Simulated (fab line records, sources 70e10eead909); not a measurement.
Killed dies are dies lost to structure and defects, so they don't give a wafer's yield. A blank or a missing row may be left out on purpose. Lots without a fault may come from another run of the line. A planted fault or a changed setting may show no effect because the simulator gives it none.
Chamber matching | flow nand_harc | NHARC_P_CONTACT_CMP_24 on cmp-01: 4 sister chambers
The step polishes, t overpolish 30 s, target thk 200 nm. 8 wafers are shown with their chamber, then 8 later ones without.

WAFERS WITH THEIR CHAMBER
wafer  | chamber | time_to_endpoint_s (s) | motor_current_A (A)
L086.2 | 1       | 40                     | 11.3
L086.5 | 0       | 39                     | 10.7
L088.4 | 3       | 38                     | 11.3
L088.6 | 2       | 34                     | 11.1
L090.1 | 1       | 36                     | 10.5
L090.2 | 2       | 31                     | 11.0
L090.3 | 3       | 35                     | 11.7
L093.1 | 0       | 43                     | 11.2

WAFERS WITHOUT THEIR CHAMBER
wafer  | time_to_endpoint_s (s) | motor_current_A (A)
L093.2 | 31                     | 11.0
L093.5 | 40                     | 12.7
L094.1 | 38                     | 12.5
L094.3 | 39                     | 10.8
L094.5 | 38                     | 11.0
L097.2 | 32                     | 10.9
L097.5 | 31                     | 12.0
L097.6 | 39                     | 12.1

WHICH CHAMBER EACH WENT THROUGH
wafer  | from the rows above               | in truth
L093.2 | can't be placed: 2 or 3           | 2
L093.5 | can't be placed: 3 or 0 or 1 or 2 | 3
L094.1 | can't be placed: 3 or 1 or 0 or 2 | 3
L094.3 | can't be placed: 1 or 0 or 3      | 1
L094.5 | can't be placed: 1 or 0 or 3 or 2 | 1
L097.2 | can't be placed: 2 or 1 or 3      | 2
L097.5 | can't be placed: 3 or 2 or 1      | 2
L097.6 | can't be placed: 3 or 0 or 1 or 2 | 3
Placed correctly: 0 of 8. Can't be placed from these rows: 8 (the true chamber is among the candidates in 8). Placed wrongly: 0.
How it was worked out, from the rows above alone: a wafer's distance from a chamber is the root of the sum, over the readings, of the square of ((its reading less the chamber's mean) divided by the reading's scatter). The wafer belongs to the nearest chamber; if the next one is less than 2 further off, it can't be placed. A chamber's mean is the mean of its shown wafers. The scatter: the root of (the sum of the squares of (reading less its chamber's mean) over the shown wafers, divided by (wafers less chambers)).
